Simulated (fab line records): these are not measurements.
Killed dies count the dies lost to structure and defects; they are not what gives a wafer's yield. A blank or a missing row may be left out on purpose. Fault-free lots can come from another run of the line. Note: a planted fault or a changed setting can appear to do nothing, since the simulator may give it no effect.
Matching of chambers / flow n5Finfet / N5_BEOL_M14_ETCH_67 on rieDiel-06 has 4 sister chambers
The step etches SiARC in CF4, target depth 143 nm, time 238.3 s. 24 wafers are shown with their chamber, then 12 later ones without.

== WAFERS PAIRED WITH THEIR CHAMBERS ==
wafer=L075.1; chamber=1; throttleValvePct (%)=15.78; oesProductAu (a.u.)=0.72; etchRfOnTimeS (s)=242
wafer=L075.4; chamber=2; throttleValvePct (%)=15.89; oesProductAu (a.u.)=0.60; etchRfOnTimeS (s)=256
wafer=L075.5; chamber=1; throttleValvePct (%)=15.78; oesProductAu (a.u.)=0.72; etchRfOnTimeS (s)=242
wafer=L078.1; chamber=0; throttleValvePct (%)=15.29; oesProductAu (a.u.)=0.80; etchRfOnTimeS (s)=228
wafer=L078.5; chamber=0; throttleValvePct (%)=15.27; oesProductAu (a.u.)=0.79; etchRfOnTimeS (s)=227
wafer=L078.6; chamber=2; throttleValvePct (%)=15.90; oesProductAu (a.u.)=0.60; etchRfOnTimeS (s)=250
wafer=L079.1; chamber=1; throttleValvePct (%)=15.80; oesProductAu (a.u.)=0.72; etchRfOnTimeS (s)=242
wafer=L079.4; chamber=3; throttleValvePct (%)=15.63; oesProductAu (a.u.)=0.70; etchRfOnTimeS (s)=240
wafer=L079.5; chamber=1; throttleValvePct (%)=15.79; oesProductAu (a.u.)=0.72; etchRfOnTimeS (s)=242
wafer=L080.3; chamber=1; throttleValvePct (%)=15.82; oesProductAu (a.u.)=0.72; etchRfOnTimeS (s)=242
wafer=L080.4; chamber=2; throttleValvePct (%)=15.90; oesProductAu (a.u.)=0.60; etchRfOnTimeS (s)=255
wafer=L080.5; chamber=1; throttleValvePct (%)=15.81; oesProductAu (a.u.)=0.71; etchRfOnTimeS (s)=243
wafer=L088.1; chamber=3; throttleValvePct (%)=15.66; oesProductAu (a.u.)=0.68; etchRfOnTimeS (s)=242
wafer=L088.2; chamber=2; throttleValvePct (%)=15.94; oesProductAu (a.u.)=0.59; etchRfOnTimeS (s)=254
wafer=L088.3; chamber=1; throttleValvePct (%)=15.83; oesProductAu (a.u.)=0.71; etchRfOnTimeS (s)=241
wafer=L088.4; chamber=0; throttleValvePct (%)=15.33; oesProductAu (a.u.)=0.75; etchRfOnTimeS (s)=234
wafer=L088.5; chamber=2; throttleValvePct (%)=15.94; oesProductAu (a.u.)=0.59; etchRfOnTimeS (s)=258
wafer=L088.6; chamber=1; throttleValvePct (%)=15.83; oesProductAu (a.u.)=0.71; etchRfOnTimeS (s)=240
wafer=L085.1; chamber=1; throttleValvePct (%)=15.82; oesProductAu (a.u.)=0.71; etchRfOnTimeS (s)=240
wafer=L085.4; chamber=3; throttleValvePct (%)=15.66; oesProductAu (a.u.)=0.68; etchRfOnTimeS (s)=241
wafer=L085.5; chamber=2; throttleValvePct (%)=15.94; oesProductAu (a.u.)=0.60; etchRfOnTimeS (s)=252
wafer=L087.1; chamber=1; throttleValvePct (%)=15.83; oesProductAu (a.u.)=0.70; etchRfOnTimeS (s)=240
wafer=L087.5; chamber=0; throttleValvePct (%)=15.34; oesProductAu (a.u.)=0.75; etchRfOnTimeS (s)=228
wafer=L087.6; chamber=3; throttleValvePct (%)=15.66; oesProductAu (a.u.)=0.68; etchRfOnTimeS (s)=238

SIGNATURES, as means of the wafers listed above
reading=throttleValvePct; chamber 0=15.3075; chamber 1=15.8090; chamber 2=15.9183; chamber 3=15.6525; scatter within a chamber=0.0229
reading=oesProductAu; chamber 0=0.7725; chamber 1=0.7140; chamber 2=0.5967; chamber 3=0.6850; scatter within a chamber=0.0121
reading=etchRfOnTimeS; chamber 0=229.25; chamber 1=241.40; chamber 2=254.17; chamber 3=240.25; scatter within a chamber=2.13
Rule: for each reading, subtract the chamber's mean from the wafer's reading, divide by that reading's scatter and square the result; add these up over the readings and take the root, which gives the wafer's distance from the chamber. If the next closest chamber is less than 2 further off than the closest, the wafer can't be placed; otherwise it belongs to the closest. The scatter: the root of (the sum of the squares of (reading less its chamber's mean) over the shown wafers, divided by (wafers less chambers)).

== WAFERS WHOSE CHAMBER IS MISSING ==
wafer=L090.4; throttleValvePct (%)=15.66; oesProductAu (a.u.)=0.67; etchRfOnTimeS (s)=241
wafer=L090.5; throttleValvePct (%)=15.67; oesProductAu (a.u.)=0.68; etchRfOnTimeS (s)=242
wafer=L090.6; throttleValvePct (%)=15.95; oesProductAu (a.u.)=0.58; etchRfOnTimeS (s)=253
wafer=L097.3; throttleValvePct (%)=15.87; oesProductAu (a.u.)=0.68; etchRfOnTimeS (s)=243
wafer=L097.4; throttleValvePct (%)=15.36; oesProductAu (a.u.)=0.73; etchRfOnTimeS (s)=228
wafer=L097.5; throttleValvePct (%)=15.70; oesProductAu (a.u.)=0.66; etchRfOnTimeS (s)=240
wafer=L095.1; throttleValvePct (%)=15.70; oesProductAu (a.u.)=0.66; etchRfOnTimeS (s)=240
wafer=L095.2; throttleValvePct (%)=15.37; oesProductAu (a.u.)=0.74; etchRfOnTimeS (s)=229
wafer=L095.3; throttleValvePct (%)=15.90; oesProductAu (a.u.)=0.68; etchRfOnTimeS (s)=242
wafer=L095.4; throttleValvePct (%)=15.86; oesProductAu (a.u.)=0.68; etchRfOnTimeS (s)=241
wafer=L095.5; throttleValvePct (%)=15.71; oesProductAu (a.u.)=0.66; etchRfOnTimeS (s)=239
wafer=L095.6; throttleValvePct (%)=15.35; oesProductAu (a.u.)=0.73; etchRfOnTimeS (s)=227

== WHICH CHAMBER EACH ONE RAN IN ==
wafer=L090.4; from the rows above=3; in truth=3
wafer=L090.5; from the rows above=3; in truth=3
wafer=L090.6; from the rows above=2; in truth=2
wafer=L097.3; from the rows above=1; in truth=1
wafer=L097.4; from the rows above=0; in truth=0
wafer=L097.5; from the rows above=3; in truth=3
wafer=L095.1; from the rows above=3; in truth=3
wafer=L095.2; from the rows above=0; in truth=0
wafer=L095.3; from the rows above=1; in truth=1
wafer=L095.4; from the rows above=1; in truth=1
wafer=L095.5; from the rows above=3; in truth=3
wafer=L095.6; from the rows above=0; in truth=0
Correctly placed: 12 of 12. From these rows, 0 cannot be placed. 0 placed wrongly.
